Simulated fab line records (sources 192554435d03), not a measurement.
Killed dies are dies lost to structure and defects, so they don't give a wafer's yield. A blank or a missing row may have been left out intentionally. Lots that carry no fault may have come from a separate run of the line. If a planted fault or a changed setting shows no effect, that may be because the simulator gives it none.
Comparing a struck lot with a sound one | flow n5_finfet | 16 steps out of a route of 1938
Sound: these wafers, L920.1, L920.2, L920.5. Struck: wafer L937.6 (L937.2, L937.5, from the same lot, were not struck and are left out); the cause is given at the end.
At each step with rows: each side's tool, then ch and its chambers, then its first start. Under that, the readings that differ: sound wafers | struck wafers | difference of the means | sigmas: that difference in standard deviations of wafers without a fault.
alike: readings whose means differ by less than 2 such deviations, and words and numbers that are the same on both sides. not compared: withheld readings, readings that some wafer has no value for, bounds like >300 that may hide the same value, and numbers for which the record gives no deviation and whose values overlap.
The two part at a step that has a row with sigmas, a row that says differs or no value, or rows on one side only. When numbers do not overlap yet have no deviation, they are printed without sigmas and do not part them. A reading that every wafer of one side lacks parts them only if that side has two wafers or more.

first, 6 steps without rows for these wafers: N5_BEOL_M4_COAT_22 (resist thk 30 nm); N5_BEOL_M4_EBR_24; N5_BEOL_M4_SOFTBAKE_23 (time 60 s); N5_BEOL_M4_EXPOSE_25 (exposes mask V3, defocus 5 nm); N5_BEOL_M4_PEB_26 (peb time 60 s); N5_BEOL_M4_DEVELOP_27 (develop time 30 s).
N5_BEOL_M4_CD_MEAS_28: target cd 26.2 nm, target cd y 24.1 nm.
  sound on cd_sem-03 ch 0, day 8 09:37; struck on cd_sem-03 ch 0, day 12 13:59
  alike: cd_nm
N5_BEOL_M4_OVL_MEAS_29:
  sound on overlay-02 ch 0, day 8 09:39; struck on overlay-01 ch 0, day 12 14:01
  alike: V3_OVL
N5_BEOL_M4_INSPECT_30: inspects for defects (brightfield).
  sound on defect_inspect-02, day 8 09:43; struck on defect_inspect-01, day 12 14:04
  alike: raw_defect_count
N5_BEOL_M4_DESCUM_33: chemistry O2, time 7 s.
  sound on rie_diel-01 ch 0,3, day 8 09:55; struck on rie_diel-04 ch 3, day 12 14:10
  alike: bias_power_w, drypump_motor_current_A, oes_product_au, rf_vpp_V, showerhead_plenum_p_Torr, throttle_valve_pct
  not compared: rf_hours_counter_h
N5_BEOL_M4_ETCH_77: etches underlayer in N2/H2, target depth 6.5 nm, time 5.2 s.
  sound on rie_diel-01 ch 0,3, day 8 09:57; struck on rie_diel-04 ch 3, day 12 14:13
  reading      | sound             | struck | difference | sigmas
  rf_vpp_V (V) | 521.5 522.9 520.5 | 527.7  | +6.1       | +2
  alike: drypump_motor_current_A, etch_rf_on_time_s, h2_flow_sccm, oes_product_au, showerhead_plenum_p_Torr, throttle_valve_pct
  not compared: rf_hours_counter_h
N5_BEOL_M4_ETCH_69: etches SiARC in CF4, target depth 15.6 nm, time 26 s.
  sound on rie_diel-01 ch 0,3, day 8 09:58; struck on rie_diel-04 ch 3, day 12 14:14
  reading            | sound           | struck | difference | sigmas
  mfc_ar_sccm (sccm) | 99.5 100.2 99.7 | 100.6  | +0.8       | +3
  alike: drypump_motor_current_A, etch_rf_on_time_s, oes_product_au, rf_vpp_V, showerhead_plenum_p_Torr, throttle_valve_pct
  not compared: rf_hours_counter_h
N5_BEOL_M4_ALD_98: deposits SiO2, target thk 2.5 nm, pulse time 1 s, co reactant pulse time 1 s.
  sound on ald_sin-01 ch 0,1,2, day 8 10:06; struck on ald_sin-04 ch 1, day 12 14:36
  reading                                  | sound       | struck | difference | sigmas
  ald_cycles                               | 17 17 17    | 6      | -11        |
  model.SiO2_of_BEOL_M4_ALD_98.thk_nm (nm) | 2.4 2.4 2.4 | 1      | -1         |
  alike: heater_power_w, precursor_pulse_height_rel
N5_BEOL_M4_ETCHBACK_99: etches SiO2 in CHF3, target depth 5 nm, time 10.4 s.
  sound on rie_diel-01 ch 1,3, day 8 12:39; struck on rie_diel-01 ch 0, day 13 00:47
  reading      | sound       | struck | difference | sigmas
  rf_vpp_V (V) | 245 252 251 | 228    | -21        | -2
  alike: drypump_motor_current_A, mfc_ar_sccm, oes_product_au, showerhead_plenum_p_Torr, throttle_valve_pct
  not compared: rf_hours_counter_h
N5_BEOL_M4_RC_MEAS_101:
  sound on prober-01 ch 0, day 8 17:16; struck on prober-02 ch 0, day 13 05:37
  alike: DIBL_N, DIBL_P, IOFF_N, IOFF_P, ION_N, ION_P, SS_N, SS_P, VT_N, VT_P
N5_PASSIVATION_PROBE_49:
  sound wafers here have rows in the record (prober-01, day 13 09:20); struck ones have none

== WHERE THEY PART ==
First at N5_BEOL_M4_ETCH_77; last, within this record, at N5_PASSIVATION_PROBE_49.

WHY: whatever the simulator had introduced
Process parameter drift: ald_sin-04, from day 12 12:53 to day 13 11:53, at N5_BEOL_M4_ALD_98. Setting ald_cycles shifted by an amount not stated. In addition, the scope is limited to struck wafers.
